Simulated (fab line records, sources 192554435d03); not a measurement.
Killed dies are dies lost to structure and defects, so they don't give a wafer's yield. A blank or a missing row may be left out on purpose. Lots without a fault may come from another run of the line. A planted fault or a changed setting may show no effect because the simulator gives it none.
A struck lot beside a sound one | flow n5_finfet | 22 steps out of a route of 1938
Sound: wafers L288.2, L288.3, L288.5. Struck: wafers L298.1, L298.3, L298.5. The cause comes at the end.
At each step with rows: each side's tool, then ch and its chambers, then its first start. Under that, the readings that differ: sound wafers | struck wafers | difference of the means | sigmas: that difference in standard deviations of wafers without a fault.
alike: readings whose means differ by less than 2 such deviations, and words and numbers that are the same on both sides. not compared: withheld readings, readings that some wafer has no value for, bounds like >300 that may hide the same value, and numbers for which the record gives no deviation and whose values overlap.
The two part at a step that has a row with sigmas, a row that says differs or no value, or rows on one side only. Numbers that don't overlap but have no deviation are shown without sigmas and don't part them. A reading that every wafer of one side lacks parts them only if that side has two wafers or more.

first, 6 steps without rows for these wafers: N5_MOL_CONTACT_COAG_COAT_02 (resist thk 30 nm); N5_MOL_CONTACT_COAG_EBR_04; N5_MOL_CONTACT_COAG_SOFTBAKE_03 (time 60 s); N5_MOL_CONTACT_COAG_EXPOSE_05 (exposes mask CA, defocus 0 nm); N5_MOL_CONTACT_COAG_PEB_06 (peb time 60 s); N5_MOL_CONTACT_COAG_DEVELOP_07 (develop time 30 s).
N5_MOL_CONTACT_COAG_CD_MEAS_08: target cd 28 nm.
  sound on cd_sem-03 ch 0, day 5 10:46; struck on cd_sem-02 ch 0, day 7 23:38
  alike: cd_nm
N5_MOL_CONTACT_COAG_OVL_MEAS_09:
  sound on overlay-01 ch 0, day 5 10:48; struck on overlay-01 ch 0, day 7 23:40
  alike: CA_OVL
N5_MOL_CONTACT_COAG_INSPECT_10: inspects for defects (brightfield).
  sound on defect_inspect-01, day 5 10:51; struck on defect_inspect-02, day 7 23:44
  alike: raw_defect_count
N5_MOL_CONTACT_COAG_DESCUM_13: chemistry O2, time 7 s.
  sound on rie_diel-05 ch 0,1,2, day 5 10:53; struck on rie_diel-04 ch 1,2,3, day 7 23:46
  alike: drypump_motor_current_A, oes_product_au, rf_vpp_V, showerhead_plenum_p_Torr, throttle_valve_pct
  not compared: rf_hours_counter_h
N5_MOL_CONTACT_COAG_ETCH_59: etches underlayer in N2/H2, target depth 13 nm, time 10.4 s.
  sound on rie_diel-05 ch 0,1,2, day 5 10:55; struck on rie_diel-04 ch 1,2,3, day 7 23:48
  alike: bias_w, chamber_pressure_mTorr, drypump_motor_current_A, etch_rf_on_time_s, oes_product_au, rf_vpp_V, showerhead_plenum_p_Torr, throttle_valve_pct
  not compared: rf_hours_counter_h
N5_MOL_CONTACT_COAG_ETCH_105: etches SiARC in CF4, target depth 15.6 nm, time 26 s.
  sound on rie_diel-05 ch 0,1,2, day 5 10:56; struck on rie_diel-04 ch 1,2,3, day 7 23:49
  alike: bias_w, cf4_flow_sccm, drypump_motor_current_A, etch_rf_on_time_s, oes_product_au, rf_vpp_V, showerhead_plenum_p_Torr, throttle_valve_pct
  not compared: rf_hours_counter_h
N5_MOL_CONTACT_COAG_ETCH_106: etches SOC in N2/H2, target depth 80 nm, overetch 16 nm, time 120 s.
  sound on rie_diel-05 ch 0,1,2, day 5 10:58; struck on rie_diel-04 ch 1,2,3, day 7 23:51
  no value came back on the struck wafers for any of 7 readings (bias_w (W), chamber_pressure_mTorr (mTorr) and others); on the sound wafers bias_w (W) reads 149.7 149.8 149.9
  reading                                                  | sound       | struck      | difference | sigmas
  model.underlayer_of_MOL_CONTACT_COAG_COAT_58.thk_nm (nm) | 0 0 0       | 10 10 10    | +10        |
  model.SiARC_of_MOL_CONTACT_COAG_COAT_104.thk_nm (nm)     | 6.4 6.4 6.6 | 12 12 12    | +6         |
  model.CAR-EUV_of_MOL_CONTACT_COAG_COAT_02.thk_nm (nm)    | 0 0 0       | 5.4 5.4 5.4 | +5.4       |
  not compared: rf_hours_counter_h
then, 2 steps without rows for these wafers: N5_MOL_CONTACT_COAG_STRIP_107 (strips in N2/H2); N5_MOL_CONTACT_COAG_STRIP_108 (strips in N2/H2).
N5_MOL_CONTACT_COAG_CONTACT_ETCH_14: etches SiO2 in C4F6/O2, target depth 27.5 nm, overetch 8.5 nm, time 20 s.
  sound on rie_diel-05 ch 0,1,2, day 5 11:04; struck on rie_diel-04 ch 1,2,3, day 7 23:57
  reading                | sound             | struck            | difference | sigmas
  oes_product_au (a.u.)  | 0.61 0.59 0.58    | 0.34 0.26 0.26    | -0.31      | -4
  throttle_valve_pct (%) | 21.62 21.53 21.36 | 21.21 21.21 21.17 | -0.31      | -3
  alike: C4F6_flow_sccm, O2_flow_sccm, drypump_motor_current_A, rf_vpp_V, showerhead_plenum_p_Torr
  not compared: rf_hours_counter_h
then, 1 step without rows for these wafers: N5_MOL_CONTACT_COAG_STRIP_109 (strips in C4F6/O2).
N5_MOL_CONTACT_COAG_ETCH_110: etches Si in CF4/O2, target depth 2.5 nm, time 8 s.
  sound on rie_diel-05 ch 0,1,2, day 5 11:10; struck on rie_diel-04 ch 1,2,3, day 8 00:02
  alike: O2_flow_sccm, bias_w, drypump_motor_current_A, oes_product_au, rf_vpp_V, showerhead_plenum_p_Torr, throttle_valve_pct
  not compared: rf_hours_counter_h
N5_MOL_CONTACT_COAG_STRIP_98: strips in N2/H2.
  sound on rie_diel-05 ch 0,1,2, day 5 11:13; struck on rie_diel-04 ch 1,2,3, day 8 00:05
  alike: drypump_motor_current_A, oes_product_au, power_w, rf_vpp_V, showerhead_plenum_p_Torr, throttle_valve_pct
  not compared: rf_hours_counter_h
N5_MOL_CONTACT_COAG_CD_MEAS_99: target cd 17.2 nm.
  sound on cd_sem-02, day 5 11:17; struck on cd_sem-03, day 8 00:10
  reading    | sound             | struck | difference                    | sigmas
  cd_nm (nm) | 16.96 16.93 16.96 | - - -  | no value on the struck wafers |
then, 1 step without rows for these wafers: N5_MOL_CONTACT_COAG_IMPLANT_129.
N5_BEOL_M4_RC_MEAS_101:
  the record has rows for the sound wafers here (prober-01 ch 0, day 10 03:59) and none for the struck ones

WHERE THEY PART
First at N5_MOL_CONTACT_COAG_ETCH_106; last, within this record, at N5_BEOL_M4_RC_MEAS_101.

WHY: what the simulator had put in
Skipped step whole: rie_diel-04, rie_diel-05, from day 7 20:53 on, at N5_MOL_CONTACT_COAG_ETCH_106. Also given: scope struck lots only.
